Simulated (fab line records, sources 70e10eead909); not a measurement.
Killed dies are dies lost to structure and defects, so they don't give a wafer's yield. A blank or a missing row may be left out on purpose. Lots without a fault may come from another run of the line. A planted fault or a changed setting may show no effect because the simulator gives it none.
A struck lot beside a sound one | flow nand_harc | 14 steps out of a route of 1159
Sound: wafers L696.3, L696.5, L696.6. Struck: wafer L694.5. (L694.2, L694.6 of the same lot were not struck and are left out.) The cause comes at the end.
At each step with rows: each side's tool, then ch and its chambers, then its first start. Under that, the readings that differ: sound wafers | struck wafers | difference of the means | sigmas: that difference in standard deviations of wafers without a fault.
alike: readings whose means differ by less than 2 such deviations, and words and numbers that are the same on both sides. not compared: withheld readings, readings that some wafer has no value for, bounds like >300 that may hide the same value, and numbers for which the record gives no deviation and whose values overlap.
The two part at a step that has a row with sigmas, a row that says differs or no value, or rows on one side only. Numbers that don't overlap but have no deviation are shown without sigmas and don't part them. A reading that every wafer of one side lacks parts them only if that side has two wafers or more.

first, 1 step without rows for these wafers: NHARC_A_WL_FILL_ANNEAL_08 (time 1800 s).
NHARC_A_WL_FILL_ALD_10: deposits SiO2, target thk 50 nm, pulse time 10 s, ald cycles 500.
  sound on ald_hk-02 ch 0,1, day 20 17:07; struck on ald_hk-02 ch 1, day 20 01:57
  alike: heater_power_w, precursor_pulse_height_rel, susceptor_temp_C
  not compared: ald_cycles, since_wet_clean_h
NHARC_A_WL_FILL_ETCHBACK_16: etches the open film in C4F8/O2/Ar, target depth 88 nm, time 17.6 s.
  sound on rie_diel-04 ch 2,3; struck on rie_diel-11 ch 3
  alike: oes_product_au, rf_vpp_V
  not compared: rf_hours_counter_h
NHARC_A_WL_FILL_STRIP_29: strips in O2, time 20 s.
  sound on rie_diel-04 ch 0,2,3, day 20 21:50; struck on rie_diel-11 ch 3, day 20 04:42
  alike: drypump_motor_current_A, oes_product_au, rf_vpp_V, showerhead_plenum_p_Torr, throttle_valve_pct
  not compared: rf_hours_counter_h
then, 4 steps without rows for these wafers: NHARC_A_WL_FILL_ETCHBACK_17 (etches the open film in Cl2/BCl3, target depth 4 nm, time 26.7 s); NHARC_A_WL_FILL_PRECLEAN_18 (cleans in dHF, time 30 s); NHARC_A_WL_FILL_SRD_21; NHARC_A_WL_FILL_CVD_23 (deposits poly-Si, target thk 40 nm, time 800 s).
NHARC_A_WL_FILL_ETCHBACK_26: etches the open film in HBr, target depth 52 nm, time 13.3 s.
  sound on rie_si-02 ch 2,3, day 21 03:20; struck on rie_si-02 ch 2, day 20 09:56
  alike: drypump_motor_current_A, oes_product_au, throttle_valve_pct
  not compared: rf_hours_counter_h
then, 2 steps without rows for these wafers: NHARC_A_WL_FILL_PRECLEAN_30 (cleans in dHF, time 10 s); NHARC_A_WL_FILL_SRD_14.
NHARC_A_WL_FILL_ALD_19: deposits TiN, target thk 2 nm, pulse time 3 s, ald cycles 100.
  sound on ald_metal-04 ch 0,1, day 21 03:36; struck on ald_metal-02 ch 3, day 20 10:14
  reading    | sound       | struck | difference | sigmas
  ald_cycles | 100 100 100 | 49     | -51        |
  alike: heater_power_w, precursor_pulse_height_rel, susceptor_temp_C
  not compared: since_wet_clean_h
NHARC_A_WL_FILL_CVD_20: deposits W, target thk 75 nm, time 5064 s.
  sound on cvd_w-01 ch 0,1; struck on cvd_w-02 ch 0
  reading            | sound       | struck | difference | sigmas
  heater_power_w (W) | 608 614 469 | 391    | -173       | -2
  alike: susceptor_temp_C, throttle_valve_pct
  not compared: since_wet_clean_h
-- the record jumps here: 4 days lie between the struck wafers' starts before and after (it left off in module A_WL_FILL and takes up again in module END, whose first step shown is number 1159 of the route) --
NHARC_END_SORT_01:
  the record has rows for the struck wafers here (prober-02 ch 0, day 24 17:40) and none for the sound ones

WHERE THEY PART
First at NHARC_A_WL_FILL_CVD_20; last, within this record, at NHARC_END_SORT_01.

WHY: what the simulator had put in
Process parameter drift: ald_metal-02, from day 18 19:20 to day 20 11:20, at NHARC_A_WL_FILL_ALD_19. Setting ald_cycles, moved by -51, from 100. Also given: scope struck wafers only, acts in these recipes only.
